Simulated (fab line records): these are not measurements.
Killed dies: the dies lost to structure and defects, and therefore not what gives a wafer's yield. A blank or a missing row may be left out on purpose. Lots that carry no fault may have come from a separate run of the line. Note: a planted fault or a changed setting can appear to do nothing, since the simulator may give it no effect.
Which of the tools did it?	flow n5-finfet	8 lots with 24 wafers sampled at 5 steps, on a route of 1938 steps

WHAT THE GAUGES SHOWED, per wafer
N5_BEOL_M4_RC_MEAS_101. Usual: DIBL_N 36.8 mV/V, standard deviation 1.5; DIBL_P 37.1 mV/V, standard deviation 2.1; IOFF_N 0.168 nA/um, standard deviation 0.03; IOFF_P 0.22 nA/um, standard deviation 0.034; ION_N 679 uA/um, standard deviation 12; ION_P 466 uA/um, standard deviation 8; SS_N 71.7 mV/dec, standard deviation 0.58; SS_P 73.5 mV/dec, standard deviation 0.67; VT_N 248.8 mV, standard deviation 2.7; VT_P -250 mV, standard deviation 3.3.
lot	measured	on	DIBL_N (mV/V)	DIBL_P (mV/V)	IOFF_N (nA/um)	IOFF_P (nA/um)	ION_N (uA/um)	ION_P (uA/um)	SS_N (mV/dec)	SS_P (mV/dec)	VT_N (mV)	VT_P (mV)	flag
L371	day 8 13:56	prober-02	36.8 37.9 37.9	36.8 38.8 37.6	0.162 0.184 0.190	0.26 0.29 0.26	690 689 704	482 479 486	71.3 71.8 71.9	73.5 74.2 73.5	248.8 249.6 246.3	-246 -242 -246	
L380	day 11 00:38	prober-02	37.1 36.8 37.4	39.3 40.2 40.5	0.176 0.175 0.181	0.24 0.27 0.27	677 670 674	463 463 466	72.4 72.5 72.5	73.6 74.6 74.3	250.6 249.6 247.8	-246 -246 -246	
L381	day 11 02:07	prober-02	34.3 36.4 35.6	32.5 34.9 34.2	0.132 0.166 0.152	0.19 0.22 0.21	662 676 670	465 470 461	70.9 71.2 71.0	73.3 73.4 74.0	250.2 247.7 249.4	-251 -250 -250	
L382	day 11 06:49	prober-02	41.2 36.5 35.5	40.8 34.4 32.9	0.240 0.138 0.124	0.32 0.21 0.18	677 662 657	468 464 455	72.2 71.1 71.1	76.2 73.5 72.4	245.5 253.0 253.3	-248 -251 -249	
L387	day 12 11:42	prober-01	36.0 36.6 33.2	37.5 37.5 33.1	0.143 0.163 0.102	0.21 0.20 0.15	670 677 651	462 460 451	72.4 72.0 71.3	74.4 73.6 72.1	250.8 247.4 255.1	-251 -251 -254	
L388	day 13 06:37	prober-02	38.9 36.8 38.6	37.8 35.5 36.7	0.177 0.135 0.174	0.19 0.17 0.18	678 675 683	460 459 462	72.3 70.8 72.4	73.9 73.3 73.7	247.2 254.0 249.3	-256 -256 -257	
L390	day 13 08:35	prober-02	33.4 34.7 36.5	33.0 34.8 36.2	0.126 0.147 0.164	0.19 0.22 0.26	679 681 678	469 472 474	71.3 71.5 72.4	72.9 73.4 73.0	252.8 252.4 248.7	-251 -247 -246	
L391	day 14 02:40	prober-01	37.7 38.0 35.4	38.6 37.2 34.7	0.167 0.171 0.135	0.25 0.22 0.18	676 680 667	467 469 455	71.3 71.0 71.3	73.1 72.6 72.9	249.5 249.2 252.4	-246 -248 -251	

EACH LOT AND THE TOOL THAT RAN IT (in order: tool; ch and the chambers of the sampled wafers; start)
lot	N5_MOL_CONTACT_COAG_ETCH_47	N5_MOL_CONTACT_COAG_ETCH_124	N5_MOL_CONTACT_COAG_ETCH_48	N5_MOL_CONTACT_COAG_CMP_52
L371	rie-diel-01 ch 0,2,3, day 5 19:50	rie-diel-06 ch 0,2, day 5 21:12	rie-diel-06 ch 0,2, day 5 21:14	cmp-04 ch 0,1,2, day 5 22:01
L380	rie-diel-02 ch 1,2,3, day 8 05:31	rie-diel-06 ch 0,3, day 8 06:48	rie-diel-06 ch 0,3, day 8 06:50	cmp-04 ch 0,2,3, day 8 07:40
L381	rie-diel-02 ch 1,2,3, day 8 09:16	rie-diel-02 ch 0,1,3, day 8 10:35	rie-diel-02 ch 0,1,3, day 8 10:37	cmp-04 ch 1,2, day 8 11:23
L382	rie-diel-01 ch 0,3, day 8 12:38	rie-diel-06 ch 2,3, day 8 13:52	rie-diel-06 ch 2,3, day 8 13:54	cmp-04 ch 1,3, day 8 14:41
L387	rie-diel-01 ch 0,1,2, day 9 20:55	rie-diel-02 ch 0,2,3, day 9 22:21	rie-diel-02 ch 0,2,3, day 9 22:23	cmp-02 ch 0,2,3, day 9 23:08
L388	rie-diel-01 ch 2,3, day 10 10:55	rie-diel-01 ch 1,3, day 10 13:47	rie-diel-01 ch 1,3, day 10 13:49	cmp-03 ch 0,1, day 10 14:33
L390	rie-diel-01 ch 0,1, day 10 14:35	rie-diel-02 ch 0,3, day 10 17:18	rie-diel-02 ch 0,3, day 10 17:20	cmp-04 ch 0,2,3, day 10 18:05
L391	rie-diel-06 ch 0,1, day 10 19:13	rie-diel-02 ch 0,1,3, day 10 20:44	rie-diel-02 ch 0,1,3, day 10 20:46	cmp-02 ch 0,1, day 10 21:31
- N5_MOL_CONTACT_COAG_ETCH_47: etches SiNx in CH3F/O2, stops on W, target depth 27 nm.
- N5_MOL_CONTACT_COAG_ETCH_124: etches SiNx in CH3F/O2, stops on SiOC, target depth 6.5 nm.
- N5_MOL_CONTACT_COAG_ETCH_48: etches SiOC in C4F6/O2, target depth 15 nm, overetch 4.5 nm, time 17 s.
- N5_MOL_CONTACT_COAG_CMP_52: polishes, stops on SiO2, t overpolish 1.5 s, target thk 66.5 nm.

AS READ BY THE TOOLS THEMSELVES (means over the sampled wafers that have a number; for cases with no such wafer, the mark the record gives instead)
N5_MOL_CONTACT_COAG_ETCH_47. Usual: for bias-w, 72.98 W with a standard deviation of 0.24; for drypump-motor-current-A, 5.6 A with a standard deviation of 0.5; for etch-rf-on-time-s, 30.9 s with a standard deviation of 0.69; for oes-product-au, 0.74 a.u. with a standard deviation of 0.084; for rf-vpp-V, 295 V with a standard deviation of 5.4; for showerhead-plenum-p-Torr, 2.01 Torr with a standard deviation of 0.076; for throttle-valve-pct, 16.35 % with a standard deviation of 0.25.
lot	tool	bias-w (W)	drypump-motor-current-A (A)	etch-rf-on-time-s (s)	oes-product-au (a.u.)	rf-vpp-V (V)	showerhead-plenum-p-Torr (Torr)	throttle-valve-pct (%)	flag
L371	rie-diel-01	72.88	5.4	31.2	0.70	299	2.00	16.29	
L380	rie-diel-02	72.99	6.1	31.1	0.80	296	1.98	16.23	
L381	rie-diel-02	73.17	6.1	30.5	0.79	295	1.98	16.22	
L382	rie-diel-01	72.79	5.2	31.2	0.75	302	1.96	16.15	
L387	rie-diel-01	72.86	5.3	31.4	0.70	295	1.98	16.43	
L388	rie-diel-01	73.08	5.7	31.5	0.79	302	1.98	16.17	
L390	rie-diel-01	72.85	4.8	32.0	0.63	295	1.94	16.45	
L391	rie-diel-06	73.01	5.9	30.5	0.77	296	2.06	16.17	

N5_MOL_CONTACT_COAG_ETCH_124. Usual: bias-w 72.98 W, standard deviation 0.23; drypump-motor-current-A 5.8 A, standard deviation 0.42; oes-product-au 0.71 a.u., standard deviation 0.072; rf-vpp-V 294 V, standard deviation 6; showerhead-plenum-p-Torr 2.02 Torr, standard deviation 0.082; throttle-valve-pct 16.29 %, standard deviation 0.2.
lot	tool	bias-w (W)	drypump-motor-current-A (A)	oes-product-au (a.u.)	rf-vpp-V (V)	showerhead-plenum-p-Torr (Torr)	throttle-valve-pct (%)	flag
L371	rie-diel-06	73.14	5.6	0.66	290	2.09	16.52	
L380	rie-diel-06	75.06	5.6	0.69	299	2.00	16.31	OFF
L381	rie-diel-02	73.04	6.0	0.75	290	2.02	16.23	
L382	rie-diel-06	75.18	5.6	0.65	296	1.98	16.53	OFF
L387	rie-diel-02	72.86	5.8	0.75	296	2.05	16.24	
L388	rie-diel-01	73.13	5.1	0.66	300	1.92	16.60	
L390	rie-diel-02	72.95	5.9	0.77	291	2.01	16.26	
L391	rie-diel-02	73.05	6.0	0.71	290	2.01	16.28	

N5_MOL_CONTACT_COAG_ETCH_48. Usual: bias-w 465.1 W, standard deviation 1.4; drypump-motor-current-A 5.8 A, standard deviation 0.42; oes-product-au 0.71 a.u., standard deviation 0.08; rf-vpp-V 1570 V, standard deviation 30; showerhead-plenum-p-Torr 2.86 Torr, standard deviation 0.11; throttle-valve-pct 40.7 %, standard deviation 0.43.
lot	tool	bias-w (W)	drypump-motor-current-A (A)	oes-product-au (a.u.)	rf-vpp-V (V)	showerhead-plenum-p-Torr (Torr)	throttle-valve-pct (%)	flag
L371	rie-diel-06	465.1	5.7	0.65	1549	2.97	40.9	
L380	rie-diel-06	466.4	5.6	0.70	1567	2.85	40.6	
L381	rie-diel-02	466.0	6.0	0.78	1553	2.86	40.8	
L382	rie-diel-06	464.9	5.5	0.67	1551	2.81	41.0	
L387	rie-diel-02	465.1	5.8	0.70	1581	2.91	40.9	
L388	rie-diel-01	464.8	5.1	0.68	1603	2.74	41.4	
L390	rie-diel-02	465.4	5.9	0.78	1558	2.86	40.9	
L391	rie-diel-02	466.3	6.0	0.72	1552	2.85	40.8	

N5_MOL_CONTACT_COAG_CMP_52. Usual: motor-current-A 12.3 A, standard deviation 1.2; overpolish-run-s 1.499 s, standard deviation 0.0084; time-to-endpoint-s 13.6 s, standard deviation 2.6.
lot	tool	motor-current-A (A)	overpolish-run-s (s)	time-to-endpoint-s (s)	flag
L371	cmp-04	11.8	1.509	12.4	
L380	cmp-04	11.3	1.504	13.8	
L381	cmp-04	11.9	1.495	13.3	
L382	cmp-04	11.9	1.497	15.4	
L387	cmp-02	12.8	1.497	15.5	
L388	cmp-03	13.0	1.500	13.5	
L390	cmp-04	11.7	1.492	9.6	
L391	cmp-02	12.8	1.503	12.6	

THE ANSWER, worked out from the rows above alone
Rule: take the mean of a lot's wafers that have a number; if it is more than 3 standard deviations from the usual mean, the lot is off. A lot without any number at a reading at which 4 lots or more have one is off too. Any other lot the step has rows for is counted as sound. Order of review: gauges by route order, followed by the tools' own readings, for which a lot's mean as printed above is used. At the first step where some lot is off, the reading lying furthest off is the one used; lots without a number count as furthest.
Off at N5_MOL_CONTACT_COAG_ETCH_124 (bias-w): L380, L382.
If a tool, at that step or one of the process steps before it, ran each lot that is off and ran no sound lot following the first of them, it fits. One fits: N5_MOL_CONTACT_COAG_ETCH_124 on rie-diel-06. A fault onset in the window from L371 (day 5 21:12, its last sound lot) to L380 (day 8 06:48, its first lot off) fits.
The tool's own readings at N5_MOL_CONTACT_COAG_ETCH_124 bear it out: on the lots that are off they differ by more than 5 times the standard deviation of the sound lots' means. bias-w reads 75.12 W there against 73.03 W on the sound lots.

WHAT THE SIMULATOR PUT IN
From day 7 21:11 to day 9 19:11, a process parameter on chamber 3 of rie-diel-06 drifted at N5_MOL_CONTACT_COAG_ETCH_124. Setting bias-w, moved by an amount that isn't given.
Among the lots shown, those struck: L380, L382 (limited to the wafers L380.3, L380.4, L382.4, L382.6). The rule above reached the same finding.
